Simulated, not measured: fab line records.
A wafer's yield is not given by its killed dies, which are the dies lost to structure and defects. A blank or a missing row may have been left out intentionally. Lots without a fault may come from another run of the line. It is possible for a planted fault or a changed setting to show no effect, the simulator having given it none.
fab line records || flow n5-finfet
record: {"lots": 5, "wafers": 15, "last-day": 17}
route steps=1938 shown HKMG_FIN@415
lots that met no fault: from a run of the same line without faults
start-h: hours from the record's opening day to when the first of the lot's shown wafers began || wait-h: hours elapsed since this lot's preceding step || " as in the row above || L1.1+2: a row that stands for several wafers || - no value, or no start given || * or withheld: withheld || < > ~ a bound
route shown NAME@n: names a module that has steps shown in the file, with the first one's number in the route || usual: the fault-free wafers' mean and standard deviation || same: alike in all rows || chamber/n: place in a boat || sites: the reading at each site || _std_site: the values' standard deviation || _edge_site: outer sites' mean less inner sites' || radius-mm: how far each site lies from the wafer's centre || mask NAME#n: copy n || behind: the tool/chamber that last shaped the wafer || hold: reason for holding the lot/hours on hold/outcome of the hold || device: the transistor (n, p or np) that didn't switch || end of line: the route-end tests of the same wafers || a step with no rows: only its recipe || killed: the dies lost at the first sort to structure and to defects; this is not the yield of the wafer || map: dies across one wafer; x = killed, . = not, _ = none there
set.NAME: the setting the step ran with; set.NAME@STEP: the setting that earlier step ran with || model.NAME: the simulator's own value behind a step, which no gauge read
a table for each step, a row for each wafer; lots at some steps of the route
services: when a tool's chamber went out of use (start-h, in hours from the record's first day, below 0 if earlier), for how many hours, and the reason
== steps ==
step: N5_HKMG_FIN_PRECLEAN_64
recipe: {"chemistry": "dHF", "time-s": 30, "temp-c": 25, "dilution": "withheld"}
step: N5_HKMG_FIN_WET_ETCH_65
recipe: {"chemistry": "TMAH", "temp-c": 70, "conc-wt-pct": 5, "target": "a-Si", "stop-on": "TiN", "time-s": 49, "target-depth-nm": 3}
step: N5_HKMG_FIN_WET_ETCH_81
recipe: {"chemistry": "SC1", "target": "TiN", "stop-on": "HfO2", "mix": "1:1:5", "temp-c": 60, "time-s": 57, "target-depth-nm": 6}
step: N5_HKMG_FIN_WET_ETCH_82
recipe: {"chemistry": "dHCl", "mix": "1:10000", "temp-c": 25, "target": "La2O3", "stop-on": "HfO2", "target-depth-nm": 2, "dry": "ipa-marangoni", "rinse-time-s": 30, "rinse-temp-c": 23}
step: N5_HKMG_FIN_ALD_36
recipe: {"material": "TiN", "target-thk-a": 10, "temp-c": 400, "ald-precursor-family": "TiCl4", "ald-co-reactant": "NH3", "pulse-time-s": 1, "purge-time-s": 3, "co-reactant-purge-time-s": 2, "co-reactant-pulse-time-s": 2, "ald-cycles": 47, "pressure-torr": 3}
usual: {"heater-power-w": "877/48", "precursor-pulse-height-rel": "1.000/0.019"}
{"lot.wafer": "L852.3", "tool": "ald-metal-01", "chamber": 0, "start-h": 95.71, "wait-h": 0.0, "heater-power-w": 948, "precursor-pulse-height-rel": 0.997}
{"lot.wafer": "L852.4", "tool": "ald-metal-01", "chamber": 2, "start-h": 95.71, "wait-h": 0.0, "heater-power-w": 868, "precursor-pulse-height-rel": 0.975}
{"lot.wafer": "L852.6", "tool": "ald-metal-01", "chamber": 0, "start-h": 95.71, "wait-h": 0.0, "heater-power-w": 944, "precursor-pulse-height-rel": 1.030}
{"lot.wafer": "L854.1", "tool": "ald-metal-02", "chamber": 3, "start-h": 103.76, "wait-h": 0.0, "heater-power-w": 859, "precursor-pulse-height-rel": 0.981}
{"lot.wafer": "L854.3", "tool": "ald-metal-02", "chamber": 1, "start-h": 103.76, "wait-h": 0.0, "heater-power-w": 858, "precursor-pulse-height-rel": 1.038}
{"lot.wafer": "L854.6", "tool": "ald-metal-02", "chamber": 2, "start-h": 103.76, "wait-h": 0.0, "heater-power-w": 841, "precursor-pulse-height-rel": 0.984}
{"lot.wafer": "L860.1", "tool": "ald-metal-01", "chamber": 0, "start-h": 139.63, "wait-h": 0.0, "heater-power-w": 936, "precursor-pulse-height-rel": 1.023}
{"lot.wafer": "L860.3", "tool": "ald-metal-01", "chamber": 3, "start-h": 139.63, "wait-h": 0.0, "heater-power-w": 860, "precursor-pulse-height-rel": 1.004}
{"lot.wafer": "L860.6", "tool": "ald-metal-01", "chamber": 2, "start-h": 139.63, "wait-h": 0.0, "heater-power-w": 852, "precursor-pulse-height-rel": 1.031}
{"lot.wafer": "L868.1", "tool": "ald-metal-01", "chamber": 3, "start-h": 188.53, "wait-h": 0.0, "heater-power-w": 837, "precursor-pulse-height-rel": 1.005}
{"lot.wafer": "L868.2", "tool": "ald-metal-01", "chamber": 0, "start-h": 188.53, "wait-h": 0.0, "heater-power-w": 912, "precursor-pulse-height-rel": 1.014}
{"lot.wafer": "L868.5", "tool": "ald-metal-01", "chamber": 2, "start-h": 188.53, "wait-h": 0.0, "heater-power-w": 871, "precursor-pulse-height-rel": 1.012}
{"lot.wafer": "L871.1", "tool": "ald-metal-03", "chamber": 2, "start-h": 213.14, "wait-h": 0.0, "heater-power-w": 810, "precursor-pulse-height-rel": 0.984}
{"lot.wafer": "L871.2", "tool": "ald-metal-03", "chamber": 3, "start-h": 213.14, "wait-h": 0.0, "heater-power-w": 820, "precursor-pulse-height-rel": 0.972}
{"lot.wafer": "L871.5", "tool": "ald-metal-03", "chamber": 2, "start-h": 213.14, "wait-h": 0.0, "heater-power-w": 801, "precursor-pulse-height-rel": 1.021}
step: N5_HKMG_FIN_THK_MEAS_70
recipe: {"thk-meas-gauge": "xrf", "reads": "HfO2_of_HKMG_FIN_HK_ALD_01"}
usual: {"HK_THK": "1.617/0.023"}
{"lot.wafer": "L852.3", "tool": "film-metro-01", "chamber": "-", "start-h": 95.99, "wait-h": 0.2, "HK_THK[nm]": 1.609}
{"lot.wafer": "L852.4", "tool": "film-metro-01", "chamber": "-", "start-h": 95.99, "wait-h": 0.2, "HK_THK[nm]": 1.602}
{"lot.wafer": "L852.6", "tool": "film-metro-01", "chamber": "-", "start-h": 95.99, "wait-h": 0.2, "HK_THK[nm]": 1.624}
{"lot.wafer": "L854.1", "tool": "film-metro-02", "chamber": "-", "start-h": 104.04, "wait-h": 0.2, "HK_THK[nm]": 1.572}
{"lot.wafer": "L854.3", "tool": "film-metro-02", "chamber": "-", "start-h": 104.04, "wait-h": 0.2, "HK_THK[nm]": 1.629}
{"lot.wafer": "L854.6", "tool": "film-metro-02", "chamber": "-", "start-h": 104.04, "wait-h": 0.2, "HK_THK[nm]": 1.586}
{"lot.wafer": "L860.1", "tool": "film-metro-01", "chamber": "-", "start-h": 139.91, "wait-h": 0.2, "HK_THK[nm]": 1.631}
{"lot.wafer": "L860.3", "tool": "film-metro-01", "chamber": "-", "start-h": 139.91, "wait-h": 0.2, "HK_THK[nm]": 1.630}
{"lot.wafer": "L860.6", "tool": "film-metro-01", "chamber": "-", "start-h": 139.91, "wait-h": 0.2, "HK_THK[nm]": 1.645}
{"lot.wafer": "L868.1", "tool": "film-metro-02", "chamber": "-", "start-h": 188.82, "wait-h": 0.2, "HK_THK[nm]": 1.597}
{"lot.wafer": "L868.2", "tool": "film-metro-02", "chamber": "-", "start-h": 188.82, "wait-h": 0.2, "HK_THK[nm]": 1.608}
{"lot.wafer": "L868.5", "tool": "film-metro-02", "chamber": "-", "start-h": 188.82, "wait-h": 0.2, "HK_THK[nm]": 1.619}
{"lot.wafer": "L871.1", "tool": "film-metro-02", "chamber": "-", "start-h": 213.42, "wait-h": 0.2, "HK_THK[nm]": 1.643}
{"lot.wafer": "L871.2", "tool": "film-metro-02", "chamber": "-", "start-h": 213.42, "wait-h": 0.2, "HK_THK[nm]": 1.614}
{"lot.wafer": "L871.5", "tool": "film-metro-02", "chamber": "-", "start-h": 213.42, "wait-h": 0.2, "HK_THK[nm]": 1.651}
step: N5_HKMG_FIN_PWFM_ALD_03
recipe: {"material": "TiN", "target-thk-a": 20, "temp-c": 400, "ald-precursor-family": "TiCl4", "ald-co-reactant": "NH3", "pulse-time-s": 1, "purge-time-s": 3, "co-reactant-purge-time-s": 2, "co-reactant-pulse-time-s": 2, "ald-cycles": 91, "pressure-torr": 3}
usual: {"heater-power-w": "869/51", "precursor-pulse-height-rel": "0.999/0.019"}
{"lot.wafer": "L852.3", "tool": "ald-metal-03", "chamber": 0, "start-h": 96.03, "wait-h": 0.0, "heater-power-w": 888, "precursor-pulse-height-rel": 0.995}
{"lot.wafer": "L852.4", "tool": "ald-metal-03", "chamber": 0, "start-h": 96.03, "wait-h": 0.0, "heater-power-w": 905, "precursor-pulse-height-rel": 1.015}
{"lot.wafer": "L852.6", "tool": "ald-metal-03", "chamber": 2, "start-h": 96.03, "wait-h": 0.0, "heater-power-w": 813, "precursor-pulse-height-rel": 1.019}
{"lot.wafer": "L854.1", "tool": "ald-metal-03", "chamber": 1, "start-h": 104.07, "wait-h": 0.0, "heater-power-w": 935, "precursor-pulse-height-rel": 0.996}
{"lot.wafer": "L854.3", "tool": "ald-metal-03", "chamber": 2, "start-h": 104.07, "wait-h": 0.0, "heater-power-w": 788, "precursor-pulse-height-rel": 0.992}
{"lot.wafer": "L854.6", "tool": "ald-metal-03", "chamber": 1, "start-h": 104.07, "wait-h": 0.0, "heater-power-w": 923, "precursor-pulse-height-rel": 0.986}
{"lot.wafer": "L860.1", "tool": "ald-metal-03", "chamber": 2, "start-h": 139.94, "wait-h": 0.0, "heater-power-w": 823, "precursor-pulse-height-rel": 0.962}
{"lot.wafer": "L860.3", "tool": "ald-metal-03", "chamber": 1, "start-h": 139.94, "wait-h": 0.0, "heater-power-w": 938, "precursor-pulse-height-rel": 0.995}
{"lot.wafer": "L860.6", "tool": "ald-metal-03", "chamber": 0, "start-h": 139.94, "wait-h": 0.0, "heater-power-w": 872, "precursor-pulse-height-rel": 0.988}
{"lot.wafer": "L868.1", "tool": "ald-metal-03", "chamber": 3, "start-h": 188.85, "wait-h": 0.0, "heater-power-w": 837, "precursor-pulse-height-rel": 0.990}
{"lot.wafer": "L868.2", "tool": "ald-metal-03", "chamber": 1, "start-h": 188.85, "wait-h": 0.0, "heater-power-w": 933, "precursor-pulse-height-rel": 0.983}
{"lot.wafer": "L868.5", "tool": "ald-metal-03", "chamber": 3, "start-h": 188.85, "wait-h": 0.0, "heater-power-w": 833, "precursor-pulse-height-rel": 1.003}
{"lot.wafer": "L871.1", "tool": "ald-metal-02", "chamber": 1, "start-h": 213.45, "wait-h": 0.0, "heater-power-w": 870, "precursor-pulse-height-rel": 0.966}
{"lot.wafer": "L871.2", "tool": "ald-metal-02", "chamber": 3, "start-h": 213.45, "wait-h": 0.0, "heater-power-w": 855, "precursor-pulse-height-rel": 0.998}
{"lot.wafer": "L871.5", "tool": "ald-metal-02", "chamber": 2, "start-h": 213.45, "wait-h": 0.0, "heater-power-w": 847, "precursor-pulse-height-rel": 0.996}
step: N5_HKMG_FIN_COAT_29
recipe: {"resist": "SOC", "temp-c": 250, "time-s": 60, "spin-rpm": 1500, "resist-thk-nm": 300}
step: N5_HKMG_FIN_COAT_30
recipe: {"resist": "SiARC", "temp-c": 220, "time-s": 60, "spin-rpm": 1500, "resist-thk-nm": 35}
step: N5_HKMG_FIN_COAT_06
recipe: {"resist": "CAR-ArF", "spin-rpm": 1500, "resist-thk-nm": 90}
step: N5_HKMG_FIN_EBR_08
recipe: {"solvent": "PGMEA", "ebr-width-mm": 1.5}
step: N5_HKMG_FIN_SOFTBAKE_07
recipe: {"temp-c": 110, "time-s": 60, "resist": "CAR-ArF"}
step: N5_HKMG_FIN_EXPOSE_09
recipe: {"mask-id": "NWFM", "na": 1.35, "source-shape": "conventional", "sigma-outer": 0.8, "polarization": "unpolarized", "dose-mj": 39.25}
usual: {"focus-offset-nm": "0.0/0.52"}
{"lot.wafer": "L852.3", "tool": "arfi-scanner-02", "chamber": 0, "start-h": 96.75, "wait-h": "-", "mask": "NWFM#0", "focus-offset-nm": 1.1}
{"lot.wafer": "L852.4", "tool": "arfi-scanner-02", "chamber": 0, "start-h": 96.75, "wait-h": "-", "mask": "NWFM#0", "focus-offset-nm": -0.2}
{"lot.wafer": "L852.6", "tool": "arfi-scanner-02", "chamber": 0, "start-h": 96.75, "wait-h": "-", "mask": "NWFM#0", "focus-offset-nm": -0.7}
{"lot.wafer": "L854.1", "tool": "arfi-scanner-03", "chamber": 0, "start-h": 104.79, "wait-h": "-", "mask": "NWFM#0", "focus-offset-nm": 0.1}
{"lot.wafer": "L854.3", "tool": "arfi-scanner-03", "chamber": 0, "start-h": 104.79, "wait-h": "-", "mask": "NWFM#0", "focus-offset-nm": 0.1}
{"lot.wafer": "L854.6", "tool": "arfi-scanner-03", "chamber": 0, "start-h": 104.79, "wait-h": "-", "mask": "NWFM#0", "focus-offset-nm": -0.1}
{"lot.wafer": "L860.1", "tool": "arfi-scanner-03", "chamber": 0, "start-h": 140.66, "wait-h": "-", "mask": "NWFM#0", "focus-offset-nm": 0.4}
{"lot.wafer": "L860.3", "tool": "arfi-scanner-03", "chamber": 0, "start-h": 140.66, "wait-h": "-", "mask": "NWFM#0", "focus-offset-nm": 0.5}
{"lot.wafer": "L860.6", "tool": "arfi-scanner-03", "chamber": 0, "start-h": 140.66, "wait-h": "-", "mask": "NWFM#0", "focus-offset-nm": 0.0}
{"lot.wafer": "L868.1", "tool": "arfi-scanner-02", "chamber": 0, "start-h": 189.57, "wait-h": "-", "mask": "NWFM#0", "focus-offset-nm": -0.6}
{"lot.wafer": "L868.2", "tool": "arfi-scanner-02", "chamber": 0, "start-h": 189.57, "wait-h": "-", "mask": "NWFM#0", "focus-offset-nm": -0.4}
{"lot.wafer": "L868.5", "tool": "arfi-scanner-02", "chamber": 0, "start-h": 189.57, "wait-h": "-", "mask": "NWFM#0", "focus-offset-nm": -0.1}
{"lot.wafer": "L871.1", "tool": "arfi-scanner-01", "chamber": 0, "start-h": 214.04, "wait-h": "-", "mask": "NWFM#0", "focus-offset-nm": -0.6}
{"lot.wafer": "L871.2", "tool": "arfi-scanner-01", "chamber": 0, "start-h": 214.04, "wait-h": "-", "mask": "NWFM#0", "focus-offset-nm": -0.2}
{"lot.wafer": "L871.5", "tool": "arfi-scanner-01", "chamber": 0, "start-h": 214.04, "wait-h": "-", "mask": "NWFM#0", "focus-offset-nm": -0.2}
step: N5_HKMG_FIN_PEB_10
recipe: {"peb-temp-c": "withheld", "peb-time-s": 60, "resist": "CAR-ArF"}
step: N5_HKMG_FIN_DEVELOP_11
recipe: {"develop-time-s": 30, "developer": "TMAH", "resist": "CAR-ArF", "dev-temp-c": 23, "rinse-liquid": "diw", "dry": "air-spin"}
step: N5_HKMG_FIN_CD_MEAS_12
recipe: {"target-cd-nm": 92.8, "landing-energy-ev": 500, "detector": "se-inlens"}
usual: {"cd-nm": "92.8/0.63"}
{"lot.wafer": "L852.3", "tool": "cd-sem-01", "chamber": 0, "start-h": 96.87, "wait-h": "-", "cd-nm": 92.3}
{"lot.wafer": "L852.4", "tool": "cd-sem-01", "chamber": 0, "start-h": 96.87, "wait-h": "-", "cd-nm": 92.7}
{"lot.wafer": "L852.6", "tool": "cd-sem-01", "chamber": 0, "start-h": 96.87, "wait-h": "-", "cd-nm": 92.6}
{"lot.wafer": "L854.1", "tool": "cd-sem-01", "chamber": 0, "start-h": 104.91, "wait-h": "-", "cd-nm": 94.2}
{"lot.wafer": "L854.3", "tool": "cd-sem-01", "chamber": 0, "start-h": 104.91, "wait-h": "-", "cd-nm": 93.8}
{"lot.wafer": "L854.6", "tool": "cd-sem-01", "chamber": 0, "start-h": 104.91, "wait-h": "-", "cd-nm": 93.9}
{"lot.wafer": "L860.1", "tool": "cd-sem-03", "chamber": 0, "start-h": 140.78, "wait-h": "-", "cd-nm": 63.6}
{"lot.wafer": "L860.3", "tool": "cd-sem-03", "chamber": 0, "start-h": 140.78, "wait-h": "-", "cd-nm": 62.6}
{"lot.wafer": "L860.6", "tool": "cd-sem-03", "chamber": 0, "start-h": 140.78, "wait-h": "-", "cd-nm": 93.1}
{"lot.wafer": "L868.1", "tool": "cd-sem-02", "chamber": 0, "start-h": 189.69, "wait-h": "-", "cd-nm": 92.9}
{"lot.wafer": "L868.2", "tool": "cd-sem-02", "chamber": 0, "start-h": 189.69, "wait-h": "-", "cd-nm": 92.6}
{"lot.wafer": "L868.5", "tool": "cd-sem-02", "chamber": 0, "start-h": 189.69, "wait-h": "-", "cd-nm": 93.4}
{"lot.wafer": "L871.1", "tool": "cd-sem-03", "chamber": 0, "start-h": 214.17, "wait-h": "-", "cd-nm": 94.1}
{"lot.wafer": "L871.2", "tool": "cd-sem-03", "chamber": 0, "start-h": 214.17, "wait-h": "-", "cd-nm": 93.6}
{"lot.wafer": "L871.5", "tool": "cd-sem-03", "chamber": 0, "start-h": 214.17, "wait-h": "-", "cd-nm": 93.9}
step: N5_HKMG_FIN_OVL_MEAS_13
recipe: {"points-per-wafer": 44}
usual: {"NWFM_OVL": "-0.3/0.63"}
{"lot.wafer": "L852.3", "tool": "overlay-02", "chamber": 0, "start-h": 96.89, "wait-h": 0.0, "NWFM_OVL[nm]": -0.8}
{"lot.wafer": "L852.4", "tool": "overlay-02", "chamber": 0, "start-h": 96.89, "wait-h": 0.0, "NWFM_OVL[nm]": -1.2}
{"lot.wafer": "L852.6", "tool": "overlay-02", "chamber": 0, "start-h": 96.89, "wait-h": 0.0, "NWFM_OVL[nm]": 0.4}
{"lot.wafer": "L854.1", "tool": "overlay-01", "chamber": 0, "start-h": 104.94, "wait-h": 0.0, "NWFM_OVL[nm]": -1.0}
{"lot.wafer": "L854.3", "tool": "overlay-01", "chamber": 0, "start-h": 104.94, "wait-h": 0.0, "NWFM_OVL[nm]": -0.2}
{"lot.wafer": "L854.6", "tool": "overlay-01", "chamber": 0, "start-h": 104.94, "wait-h": 0.0, "NWFM_OVL[nm]": 0.0}
{"lot.wafer": "L860.1", "tool": "overlay-01", "chamber": 0, "start-h": 140.81, "wait-h": 0.0, "NWFM_OVL[nm]": 0.1}
{"lot.wafer": "L860.3", "tool": "overlay-01", "chamber": 0, "start-h": 140.81, "wait-h": 0.0, "NWFM_OVL[nm]": -0.6}
{"lot.wafer": "L860.6", "tool": "overlay-01", "chamber": 0, "start-h": 140.81, "wait-h": 0.0, "NWFM_OVL[nm]": -0.5}
{"lot.wafer": "L868.1", "tool": "overlay-01", "chamber": 0, "start-h": 189.72, "wait-h": 0.0, "NWFM_OVL[nm]": 0.1}
{"lot.wafer": "L868.2", "tool": "overlay-01", "chamber": 0, "start-h": 189.72, "wait-h": 0.0, "NWFM_OVL[nm]": -0.4}
{"lot.wafer": "L868.5", "tool": "overlay-01", "chamber": 0, "start-h": 189.72, "wait-h": 0.0, "NWFM_OVL[nm]": -0.1}
{"lot.wafer": "L871.1", "tool": "overlay-02", "chamber": 0, "start-h": 214.20, "wait-h": 0.0, "NWFM_OVL[nm]": -0.6}
{"lot.wafer": "L871.2", "tool": "overlay-02", "chamber": 0, "start-h": 214.20, "wait-h": 0.0, "NWFM_OVL[nm]": -0.5}
{"lot.wafer": "L871.5", "tool": "overlay-02", "chamber": 0, "start-h": 214.20, "wait-h": 0.0, "NWFM_OVL[nm]": -0.9}
== services ==
{"tool": "arfi-scanner-02", "chamber": "-", "start-h": 73.84, "hours": 2.8, "kind": "repair"}
{"tool": "ald-metal-01", "chamber": 1, "start-h": 78.89, "hours": 42.1, "kind": "repair"}
{"tool": "arfi-scanner-01", "chamber": "-", "start-h": 79.91, "hours": 1.3, "kind": "pm"}
{"tool": "ald-metal-03", "chamber": 1, "start-h": 87.52, "hours": 14.0, "kind": "repair"}
{"tool": "arfi-scanner-02", "chamber": "-", "start-h": 99.58, "hours": 0.8, "kind": "pm"}
{"tool": "arfi-scanner-01", "chamber": "-", "start-h": 100.01, "hours": 3.9, "kind": "pm"}
{"tool": "arfi-scanner-02", "chamber": "-", "start-h": 106.51, "hours": 2.0, "kind": "repair"}
{"tool": "arfi-scanner-03", "chamber": "-", "start-h": 109.32, "hours": 1.0, "kind": "pm"}
{"tool": "arfi-scanner-03", "chamber": "-", "start-h": 111.00, "hours": 1.3, "kind": "pm"}
{"tool": "arfi-scanner-02", "chamber": "-", "start-h": 112.21, "hours": 4.9, "kind": "pm"}
{"tool": "arfi-scanner-01", "chamber": "-", "start-h": 124.16, "hours": 0.2, "kind": "repair"}
{"tool": "arfi-scanner-03", "chamber": "-", "start-h": 129.25, "hours": 0.8, "kind": "pm"}
{"tool": "arfi-scanner-01", "chamber": "-", "start-h": 130.87, "hours": 1.0, "kind": "pm"}
{"tool": "arfi-scanner-02", "chamber": "-", "start-h": 154.98, "hours": 1.0, "kind": "pm"}
{"tool": "arfi-scanner-02", "chamber": "-", "start-h": 156.48, "hours": 1.3, "kind": "pm"}
{"tool": "ald-metal-02", "chamber": "-", "start-h": 156.57, "hours": 0.7, "kind": "repair"}
{"tool": "arfi-scanner-02", "chamber": "-", "start-h": 157.78, "hours": 0.8, "kind": "pm"}
{"tool": "arfi-scanner-01", "chamber": "-", "start-h": 159.62, "hours": 6.2, "kind": "repair"}
{"tool": "ald-metal-01", "chamber": "-", "start-h": 160.28, "hours": 0.9, "kind": "repair"}
{"tool": "arfi-scanner-02", "chamber": "-", "start-h": 169.58, "hours": 1.0, "kind": "pm"}
{"tool": "arfi-scanner-01", "chamber": "-", "start-h": 175.57, "hours": 4.9, "kind": "pm"}
{"tool": "arfi-scanner-03", "chamber": "-", "start-h": 182.00, "hours": 0.5, "kind": "repair"}
{"tool": "arfi-scanner-01", "chamber": "-", "start-h": 187.38, "hours": 0.8, "kind": "pm"}
{"tool": "arfi-scanner-02", "chamber": "-", "start-h": 193.03, "hours": 0.4, "kind": "repair"}
== key ==
first-sign: {"step": "N5_HKMG_FIN_CD_MEAS_12", "reading": "cd-nm", "direction": "down", "sigmas": 47, "usual": 92.8, "struck": 63.1}
effect none on later readings
met-at N5_HKMG_FIN_EXPOSE_09
struck-wafers L860.1,L860.3
later-rows-left-out L860.1,L860.3
sort-left-out L860.1,L860.3
tester-left-out L860
onset-between 104.79 140.66
fault: {"kind": "process-parameter-drift", "tool": "arfi-scanner-03", "chamber": "-", "onset-h": 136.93, "steps": "N5_HKMG_FIN_EXPOSE_09", "channel": "focus-nm", "offset": 102.88, "shape": "step", "end-h": 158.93, "scope": "struck-wafers-only"}
tester-left-out: of these lots the tester's yield and bins aren't shown, on N5 and GAA mostly nor the transistor test; their killed dies are dies lost to structure and defects alone, not to doping, threshold or leakage, so they don't give the yield
sort-left-out: the simulated sort isn't trusted on such a fault, so these wafers' sort isn't shown, and their yield isn't known
later-rows-left-out: the simulator's readings of these wafers behind a module that went badly wrong aren't trusted and aren't shown, but for the sort
